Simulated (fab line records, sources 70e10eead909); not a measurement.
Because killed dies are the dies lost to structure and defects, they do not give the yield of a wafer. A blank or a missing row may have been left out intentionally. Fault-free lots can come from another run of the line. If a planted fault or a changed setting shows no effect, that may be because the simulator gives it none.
fab line records	flow nand-harc
record: lots: 6	wafers: 18	last-day: 23
route steps=1159 shown A_BLC@990 A_M0@994 END@1159
lots that met no fault: taken from a fault-free run of the same line
start-h: start of the lot's first displayed wafer, in hours after the record's first day	wait-h: time in hours since the lot's previous step	" identical to the entry in the row above	L1.1+2: one row covering several wafers at once	- either no value or no given start	* or withheld: withheld	< > ~ a bound
route shown NAME@n: names a module that has steps shown in the file, with the first one's number in the route	usual: mean and standard deviation over wafers with no fault	same: alike in all rows	chamber/n: place in a boat	sites: per-site readings	_std_site: how widely they spread, as a standard deviation	_edge_site: the outer-site mean with the inner-site mean subtracted	radius-mm: how far each site lies from the wafer's centre	mask NAME#n: copy n	behind: the tool/chamber that last shaped the wafer	hold: reason for holding the lot/hours on hold/outcome of the hold	device: transistor that didn't switch, given as n, p or np	end of line: at the end of the route, the tests of the same wafers	a step with no rows: only its recipe	killed: the dies lost at the first sort to structure and to defects; this is not the yield of the wafer	map: per-die view of a wafer (x killed, . not killed, _ where there is no die)
set.NAME: the setting as run; set.NAME@STEP: as run at that earlier step	model.NAME: the simulator's own value behind a step, which no gauge read
lots at selected steps of the route; one table per step, one row per wafer
services: the hour from which a tool's chamber was out of use, counted from the record's first day as start-h (under 0 if before that day), plus the number of hours and why
== steps ==
step: NHARC_A_BLC_CMP_25
recipe: t-overpolish-s: 30	target-thk-nm: 150
usual: edge-zone-pressure-frac: 1.000/0.0049	motor-current-A: 12.5/1.4	overpolish-run-s: 30.000/0.0091	time-to-endpoint-s: 30.8/2.4
lot.wafer	tool	chamber	start-h	wait-h	edge-zone-pressure-frac	motor-current-A	overpolish-run-s	time-to-endpoint-s
L307.2	cmp-01	1	401.99	0.4	0.995	12.5	30.004	30.2
L307.6	"	3	"	"	0.999	12.7	30.005	31.0
L307.5	"	0	"	"	0.996	13.1	29.980	30.8
L309.1	cmp-01	0	429.48	0.5	1.000	11.8	29.995	31.1
L309.2	"	1	"	"	1.000	13.2	30.003	32.7
L309.5	"	3	"	"	1.001	13.7	29.995	34.2
L314.4	cmp-01	3	462.54	0.3	1.000	13.1	30.006	30.2
L314.5	"	0	"	"	0.994	12.2	29.986	31.8
L314.6	"	1	"	"	1.005	13.3	30.011	31.7
L316.1	cmp-04	2	478.38	0.4	1.004	10.4	29.998	27.1
L316.3	"	3	"	"	0.998	12.2	30.012	30.2
L316.6	"	3	"	"	0.992	12.8	30.002	31.0
L320.2	cmp-02	2	500.56	0.4	0.998	11.4	30.001	26.6
L320.5	"	1	"	"	0.991	13.7	30.006	31.1
L320.6	"	2	"	"	1.000	11.4	29.990	28.9
L323.4	cmp-01	0	509.68	0.3	0.993	12.8	30.016	32.2
L323.3	"	2	"	"	1.001	12.0	30.009	29.8
L323.5	"	3	"	"	0.997	14.1	29.991	28.9
step: NHARC_A_BLC_SRD_27
step: NHARC_A_BLC_INSPECT_28
usual: raw-defect-count: 458/140
lot.wafer	tool	chamber	start-h	wait-h	raw-defect-count
L307.2	defect-inspect-01	-	402.35	0.1	270
L307.5	"	-	"	"	249
L307.6	"	-	"	"	491
L309.1	defect-inspect-01	-	429.83	0.1	584
L309.2	"	-	"	"	365
L309.5	"	-	"	"	486
L314.4	defect-inspect-02	-	462.88	0.1	359
L314.5	"	-	"	"	427
L314.6	"	-	"	"	502
L316.1	defect-inspect-01	-	478.79	0.1	300
L316.3	"	-	"	"	308
L316.6	"	-	"	"	344
L320.2	defect-inspect-01	-	500.93	0.1	399
L320.5	"	-	"	"	347
L320.6	"	-	"	"	400
L323.3	defect-inspect-01	-	510.08	0.1	392
L323.4	"	-	"	"	470
L323.5	"	-	"	"	746
step: NHARC_A_M0_DEP_00
recipe: target-thk-a: 1500	target-thk-nm: 150	temp-c: withheld	pressure-torr: 5	flow-sccm: 200	rf-w: 600	material: SiOC
step: NHARC_A_M0_DEHYDRATE_01
recipe: temp-c: 150	time-s: 120
step: NHARC_A_M0_HMDS_02
recipe: time-s: 30
step: NHARC_A_M0_COAT_33
recipe: temp-c: 200	time-s: 65
step: NHARC_A_M0_COAT_03
recipe: spin-rpm: 1500	resist-thk-nm: 90
step: NHARC_A_M0_SOFTBAKE_04
recipe: temp-c: 105	time-s: 55
step: NHARC_A_M0_EBR_05
step: NHARC_A_M0_EXPOSE_06
recipe: na: 1.35	target-cd-nm: 80	dose-mj: 83.25	mask-id: A_M0
step: NHARC_A_M0_PEB_07
recipe: peb-temp-c: 100	peb-time-s: 65
lot.wafer	tool	chamber	start-h	wait-h
L307.2+5+6	litho-track-01	0	403.18	0.1
L309.1+2+5	litho-track-06	0	430.65	0.1
L314.4+5+6	litho-track-06	0	463.70	0.0
L316.1+3+6	litho-track-06	0	479.61	0.1
L320.2+5+6	litho-track-04	0	501.76	0.1
L323.3+4+5	litho-track-01	0	510.77	0.0
step: NHARC_A_M0_DEVELOP_08
recipe: develop-time-s: 35	dev-temp-c: 23
step: NHARC_A_M0_CD_MEAS_09
recipe: target-cd-nm: 80	landing-energy-ev: 500
usual: cd-nm: 79.6/0.77
lot.wafer	tool	chamber	start-h	wait-h	cd-nm
L307.2	cd-sem-01	0	403.26	-	79.0
L307.5	"	0	"	"	79.5
L307.6	"	0	"	"	77.8
L309.1	cd-sem-03	0	430.73	-	78.5
L309.2	"	0	"	"	78.1
L309.5	"	0	"	"	79.4
L314.4	cd-sem-01	0	463.78	-	86.1
L314.5	"	0	"	"	85.4
L314.6	"	0	"	"	85.2
L316.1	cd-sem-02	0	479.70	-	85.7
L316.3	"	0	"	"	85.2
L316.6	"	0	"	"	86.0
L320.2	cd-sem-03	0	501.84	-	79.2
L320.5	"	0	"	"	79.3
L320.6	"	0	"	"	79.9
L323.3	cd-sem-01	0	510.86	-	79.7
L323.4	"	0	"	"	79.9
L323.5	"	0	"	"	79.7
step: NHARC_A_M0_OVL_MEAS_10
recipe: pitch-nm: 160
usual: overlay-x-nm: -0.2/0.83	overlay-y-nm: 0.1/0.9
lot.wafer	tool	chamber	start-h	wait-h	overlay-x-nm	overlay-y-nm
L307.2	overlay-01	-	403.34	-	0.3	-0.8
L307.5	"	-	"	"	-0.2	-0.9
L307.6	"	-	"	"	0.0	-0.8
L309.1	overlay-01	-	430.82	-	-0.3	-2.1
L309.2	"	-	"	"	0.2	-1.8
L309.5	"	-	"	"	-1.0	-1.3
L314.4	overlay-01	-	463.87	-	0.7	0.7
L314.5	"	-	"	"	0.0	1.1
L314.6	"	-	"	"	0.4	0.7
L316.1	overlay-02	-	479.79	-	-0.7	0.9
L316.3	"	-	"	"	-0.4	0.3
L316.6	"	-	"	"	-0.1	0.1
L320.2	overlay-02	-	501.92	-	-1.4	0.4
L320.5	"	-	"	"	-0.9	-0.4
L320.6	"	-	"	"	-1.4	0.5
L323.3	overlay-02	-	510.94	-	0.6	0.1
L323.4	"	-	"	"	0.4	-0.1
L323.5	"	-	"	"	0.8	0.2
step: NHARC_A_M0_INSPECT_11
usual: raw-defect-count: 30/13
lot.wafer	tool	chamber	start-h	wait-h	raw-defect-count
L307.2	defect-inspect-01	-	403.38	0.0	20
L307.5	"	-	"	"	17
L307.6	"	-	"	"	22
L309.1	defect-inspect-02	-	430.85	0.0	14
L309.2	"	-	"	"	20
L309.5	"	-	"	"	16
L314.4	defect-inspect-01	-	463.92	0.1	42
L314.5	"	-	"	"	48
L314.6	"	-	"	"	41
L316.1	defect-inspect-02	-	479.83	0.0	33
L316.3	"	-	"	"	30
L316.6	"	-	"	"	31
L320.2	defect-inspect-01	-	501.96	0.0	33
L320.5	"	-	"	"	32
L320.6	"	-	"	"	36
L323.3	defect-inspect-01	-	510.98	0.0	54
L323.4	"	-	"	"	56
L323.5	"	-	"	"	50
step: NHARC_A_M0_DESCUM_14
recipe: time-s: 3	o2-flow-sccm: 200	ar-flow-sccm: 0	bias-power-w: 0	chemistry: O2
usual: drypump-motor-current-A: 5.6/0.34	mfc-ar-sccm: 0.008/0.0088	oes-product-au: 1.002/0.0086	rf-vpp-V: 57.8/0.88	showerhead-plenum-p-Torr: 1.90/0.073	throttle-valve-pct: 11.312/0.0089
same: time-s: 3
lot.wafer	tool	chamber	start-h	wait-h	drypump-motor-current-A	mfc-ar-sccm	oes-product-au	rf-hours-counter-h	rf-vpp-V	showerhead-plenum-p-Torr	throttle-valve-pct	model.A_M0.cd-nm
L307.2	rie-diel-11	0	403.46	0.1	5.1	0.018	1.013	3	57.4	1.92	11.298	79.5
L307.5	"	2	"	"	5.4	0	1.000	-	57.8	1.78	11.314	79.15
L307.6	"	3	"	"	6.0	0.005	0.988	-	58.5	1.86	11.305	78.48
L309.1	rie-diel-11	3	430.92	0.1	6.0	0.005	0.991	3	57.2	1.86	11.317	78.75
L309.2	"	1	"	"	5.7	0.016	1.004	4	58.0	1.88	11.305	77.51
L309.5	"	2	"	"	5.4	0	0.991	-	57.4	1.78	11.304	79.12
L314.4	rie-diel-09	3	464.01	0.1	5.9	0	0.999	-	57.2	1.82	11.306	85.79
L314.5	"	0	"	"	5.5	0.015	1.001	-	57.7	2.03	11.325	85.78
L314.6	"	1	"	"	5.7	0	0.987	-	58.9	1.89	11.327	86.47
L316.3	rie-diel-09	1	479.91	0.1	5.7	0	1.013	4	58.0	1.89	11.295	86.5
L316.1	"	2	"	"	5.7	0.023	0.991	4	58.2	1.93	11.317	85.08
L316.6	"	2	"	"	5.7	0.023	0.988	-	58.7	1.93	11.320	85.47
L320.2	rie-diel-09	3	502.02	0.1	5.9	0	1.012	5	58.0	1.82	11.307	78.76
L320.6	"	3	"	"	5.9	0	1.004	-	58.1	1.82	11.297	79.84
L320.5	"	0	"	"	5.4	0.015	1.009	-	57.9	2.03	11.318	79.69
L323.3	rie-diel-09	0	511.04	0.1	5.4	0.015	0.993	5	57.6	2.02	11.309	79.78
L323.4	"	3	"	"	5.9	0	0.991	6	58.8	1.82	11.303	79.24
L323.5	"	1	"	"	5.7	0	1.001	-	57.9	1.89	11.302	79.82
step: NHARC_A_M0_ETCH_34
recipe: target-depth-a: 400	overetch-a: 120	time-s: 43.94	ion-energy-ev: 200	n2-flow-sccm: 150	h2-flow-sccm: 150	ar-flow-sccm: 0	rf-w: 400	bias-w: 150	chemistry: N2/H2
usual: drypump-motor-current-A: 5.7/0.33	mfc-ar-sccm: 0.008/0.0088	oes-product-au: 1.000/0.0092	rf-fwd-power-W: 395.2/1.4	rf-vpp-V: 430.0/2.3	showerhead-plenum-p-Torr: 2.02/0.081	throttle-valve-pct: 14.172/0.0096
same: time-s: 43.94
lot.wafer	tool	chamber	start-h	wait-h	drypump-motor-current-A	mfc-ar-sccm	oes-product-au	rf-fwd-power-W	rf-hours-counter-h	rf-vpp-V	showerhead-plenum-p-Torr	throttle-valve-pct
L307.2	rie-diel-11	3	403.54	0.1	5.9	0.005	0.994	395.9	3	428.3	1.98	14.191
L307.5	"	1	"	"	5.7	0.016	1.012	394.2	-	428.5	2.00	14.178
L307.6	"	2	"	"	5.4	0	1.015	393.4	-	426.9	1.90	14.189
L309.1	rie-diel-11	3	431.00	0.1	6.0	0.005	0.985	396.4	3	428.1	1.98	14.173
L309.2	"	1	"	"	5.7	0.016	1.006	393.5	4	429.6	2.00	14.172
L309.5	"	0	"	"	5.1	0.018	1.009	395.9	-	431.3	2.05	14.176
L314.5	rie-diel-09	1	464.10	0.1	5.7	0	0.999	397.0	-	429.9	2.02	14.179
L314.6	"	3	"	"	6.0	0	1.002	396.2	-	426.6	1.94	14.172
L314.4	"	0	"	"	5.4	0.015	0.998	394.2	-	433.9	2.16	14.166
L316.1	rie-diel-09	0	480.00	0.1	5.5	0.015	1.008	393.9	4	434.9	2.16	14.181
L316.3	"	2	"	"	5.8	0.023	0.986	391.3	4	430.9	2.06	14.191
L316.6	"	3	"	"	5.9	0	1.001	393.4	-	427.9	1.94	14.177
L320.2	rie-diel-09	3	502.12	0.1	5.9	0	1.018	396.2	5	428.2	1.94	14.175
L320.5	"	0	"	"	5.5	0.015	1.006	394.7	-	433.2	2.16	14.172
L320.6	"	1	"	"	5.7	0	0.992	394.3	-	430.4	2.02	14.179
L323.4	rie-diel-09	1	511.12	0.1	5.7	0	0.983	397.6	6	430.9	2.02	14.170
L323.3	"	3	"	"	5.9	0	1.002	397.2	6	428.8	1.93	14.178
L323.5	"	1	"	"	5.7	0	0.994	397.5	-	429.3	2.02	14.156
step: NHARC_A_M0_ETCH_15
recipe: target-depth-a: 1500	overetch-a: 150	time-s: 82.5	c4f8-flow-sccm: withheld	ar-flow-sccm: 400	rf-w: 600	bias-w: 300	chemistry: C4F8/Ar
usual: oes-product-au: 0.955/0.023	rf-fwd-power-W: 595.9/1.7	rf-vpp-V: 440.0/2.4
same: time-s: 82.5
lot.wafer	tool	chamber	start-h	wait-h	oes-product-au	rf-fwd-power-W	rf-hours-counter-h	rf-vpp-V	model.A_M0.cd-nm
L307.2	rie-diel-11	0	-	-	0.977	597.3	3	440.8	78.91
L307.6	"	2	"	"	0.961	599.3	-	438.0	77.9
L307.5	"	3	"	"	0.934	594.2	-	439.8	79.32
L309.1	rie-diel-11	3	-	-	0.940	595.4	4	439.8	78.31
L309.2	"	0	"	"	0.984	594.5	4	440.3	77.53
L309.5	"	2	"	"	0.968	595.1	-	435.8	78.89
L314.6	rie-diel-09	0	-	-	0.925	595.6	-	445.1	86.68
L314.4	"	1	"	"	0.919	595.2	-	439.6	85.96
L314.5	"	3	"	"	0.919	598.6	-	438.4	86.27
L316.1	rie-diel-09	3	-	-	0.971	595.7	4	437.3	85.31
L316.3	"	0	"	"	0.983	598.5	4	444.2	86.85
L316.6	"	3	"	"	0.990	596.7	-	436.8	85.66
L320.2	rie-diel-09	0	-	-	0.962	596.7	5	445.1	79.15
L320.6	"	2	"	"	0.980	597.1	-	441.3	80.17
L320.5	"	3	"	"	0.956	595.4	-	437.7	79.63
L323.3	rie-diel-09	0	-	-	0.972	595.4	5	444.3	80.05
L323.4	"	1	"	"	0.962	595.0	6	440.1	79.83
L323.5	"	3	"	"	0.989	596.0	-	436.8	80.47
step: NHARC_A_M0_CD_MEAS_16
usual: cd-nm: 79.6/0.94
lot.wafer	tool	chamber	start-h	wait-h	cd-nm
L307.2	cd-sem-03	-	403.74	-	78.7
L307.5	"	-	"	"	79.2
L307.6	"	-	"	"	77.9
L309.1	cd-sem-02	-	431.21	-	78.3
L309.2	"	-	"	"	77.7
L309.5	"	-	"	"	79.1
L314.4	cd-sem-03	-	464.77	-	86.2
L314.5	"	-	"	"	86.0
L314.6	"	-	"	"	86.4
L316.1	cd-sem-03	-	480.22	-	85.3
L316.3	"	-	"	"	86.4
L316.6	"	-	"	"	85.8
L320.2	cd-sem-02	-	502.32	-	79.3
L320.5	"	-	"	"	79.6
L320.6	"	-	"	"	80.4
L323.3	cd-sem-03	-	511.34	-	80.2
L323.4	"	-	"	"	79.6
L323.5	"	-	"	"	80.6
step: NHARC_END_SORT_01
recipe: temp-c: 25
usual: defect-limited-yield: 95.4/1.4	killed-at-array: 27/9.3	killed-at-other: 0.9/1.3	killed-at-periphery: 3.6/2.7	killed-dies: 31/9.7	killed-open: 3.3/1.8	killed-short: 2.0/1.5	sort_bin_2_pct: 1.4/0.63	sort_bin_3_pct: 0.25/0.21	sort_bin_4_pct: 2.9/0.93	sort-n-pass: 646/9.7	sort-rim-yield-pct: 95/3.1	sort-yield-pct: 95.4/1.4
same: gross-dies: 677	sort_bin_5_pct[%]: 0	sort_bin_6_pct[%]: 0	sort_bin_7_pct[%]: 0	sort_bin_8_pct[%]: 0	sort-rim-n-gross: 106.00
lot.wafer	tool	chamber	start-h	wait-h	defect-limited-yield[%]	killed-at-array	killed-at-other	killed-at-periphery	killed-dies	killed-open	killed-short	sort_bin_2_pct[%]	sort_bin_3_pct[%]	sort_bin_4_pct[%]	sort-n-pass	sort-rim-yield-pct[%]	sort-yield-pct[%]
L314.5	prober-01	0	508.09	3.7	93.5	42	1	1	44	4	2	2.2	0.59	3.7	633	88	93.5
L314.6	prober-01	0	508.90	4.0	94.4	36	2	0	38	5	0	1.3	0.59	3.7	639	89	94.4
L316.6	prober-01	0	529.06	4.0	95.4	27	0	4	31	4	1	0.9	0.74	3.0	646	94	95.4
L320.2	prober-01	0	541.77	2.8	95.4	26	1	4	31	3	4	1.9	0.15	2.5	646	89	95.4
L320.5	prober-01	0	544.16	3.7	95.4	28	1	2	31	4	2	1.5	0.15	3.0	646	94	95.4
L320.6	prober-01	0	544.96	4.0	95.6	24	5	1	30	3	3	1.5	0.15	2.8	647	95	95.6
killed by level:class
L314.5 A_CHANNEL_HOLE_D1:chamber-film-flake=19 A_SLIT:chamber-film-flake=10 A_STAIRCASE:chamber-film-flake=2 A_M0:area-peb=2 A_SOURCE_PLATE:geometric-particle:short=1 A_ONON_D1:geometric-particle:open=1 A_WL_FILL:geometric-particle:open=1 A_CONTACT:geometric-particle:short=1
L314.6 A_SLIT:chamber-film-flake=11 A_CHANNEL_HOLE_D1:chamber-film-flake=10 A_STAIRCASE:chamber-film-flake=4 A_BLC:geometric-particle:open=2 THIN_TSV:chamber-film-flake=2 A_CONTACT:chamber-film-flake=2 A_M0:area-peb=2 A_CHANNEL_FILL_D1:geometric-particle:open=1
L316.6 A_SLIT:chamber-film-flake=13 P_GATE:chamber-film-flake=3 A_CONTACT:geometric-particle:open=2 A_CHANNEL_HOLE_D1:chamber-film-flake=2 A_STAIRCASE:chamber-film-flake=2 A_CONTACT:chamber-film-flake=2 A_M0:area-peb=2 P_GATE:geometric-particle:open=1
L320.2 A_CHANNEL_HOLE_D1:chamber-film-flake=20 A_CONTACT:chamber-film-flake=2 P_M0:geometric-particle:open=1 P_M0:geometric-particle:short=1 P_M1:geometric-particle:short=1 A_SGD_CUT:geometric-particle:open=1 A_WL_FILL:geometric-particle:short=1 A_M0:geometric-particle:open=1
L320.5 A_CHANNEL_HOLE_D1:chamber-film-flake=17 A_CHANNEL_FILL_D1:geometric-particle:open=2 A_STAIRCASE:chamber-film-flake=2 A_CONTACT:chamber-film-flake=2 A_ONON_D1:geometric-particle:short=1 A_CHANNEL_FILL_D1:geometric-particle:short=1 A_CONTACT:geometric-particle:open=1 A_M0:geometric-particle:open=1
L320.6 A_CHANNEL_HOLE_D1:chamber-film-flake=17 HYBRID_BOND:chamber-film-flake=3 A_STAIRCASE:chamber-film-flake=2 P_M1:geometric-particle:open=1 A_CHANNEL_FILL_D1:geometric-particle:short=1 A_SGD_CUT:geometric-particle:short=1 A_M0:geometric-particle:open=1 THIN_TSV:geometric-particle:short=1
== services ==
tool	chamber	start-h	hours	kind
cmp-02	-	379.47	3.6	repair
rie-diel-09	0	385.60	-	clean
rie-diel-09	1	385.60	-	clean
rie-diel-09	2	385.60	-	clean
rie-diel-09	3	385.60	-	clean
cmp-04	-	399.10	4.0	pm
cmp-02	-	401.94	0.3	repair
rie-diel-09	0	410.10	-	clean
rie-diel-09	1	410.10	-	clean
rie-diel-09	2	410.10	-	clean
rie-diel-09	3	410.10	-	clean
rie-diel-11	3	418.01	9.6	repair
cmp-02	-	428.79	4.0	pm
rie-diel-09	-	431.10	9.0	pm
rie-diel-09	0	431.10	9.0	vent-cycle
rie-diel-09	1	431.10	9.0	vent-cycle
litho-track-01	-	443.00	7.0	pm
cmp-01	-	447.06	0.9	repair
cmp-01	-	451.25	1.5	repair
rie-diel-09	2	459.54	9.5	repair
litho-track-06	-	467.00	7.0	pm
cmp-01	-	473.50	4.0	pm
litho-track-04	-	491.00	7.0	pm
cmp-04	-	497.10	4.0	pm
== key ==
first-sign: step: NHARC_A_M0_CD_MEAS_09	reading: cd-nm	direction: up	sigmas: 7.8	usual: 79.6	struck: 85.6	through: control-loop
effect: step: NHARC_A_M0_CD_MEAS_16	reading: cd-nm	direction: up	sigmas: 6.8	usual: 79.6	struck: 86.0	through: control-loop
model-effect: step: NHARC_A_M0_DESCUM_14	value: A_M0.cd-nm	without: 79.62	struck: 85.85
model-effect: step: NHARC_A_M0_ETCH_15	value: A_M0.cd-nm	without: 79.89	struck: 86.12
met-at NHARC_A_M0_PEB_07
struck-wafers L314.4,L314.5,L314.6,L316.1,L316.3,L316.6
loop-trim: step: NHARC_A_M0_EXPOSE_06	setting: dose	lots: L316
onset-between 430.65 463.70
fault: kind: process-parameter-drift	tool: litho-track-06	chamber: -	onset-h: 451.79	steps: NHARC_A_M0_PEB_07	channel: peb-time-s	offset: *	shape: step	end-h: 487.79	acts-in: *	stated: *
loop-trim: a control loop set the setting to another value than it would have without faults
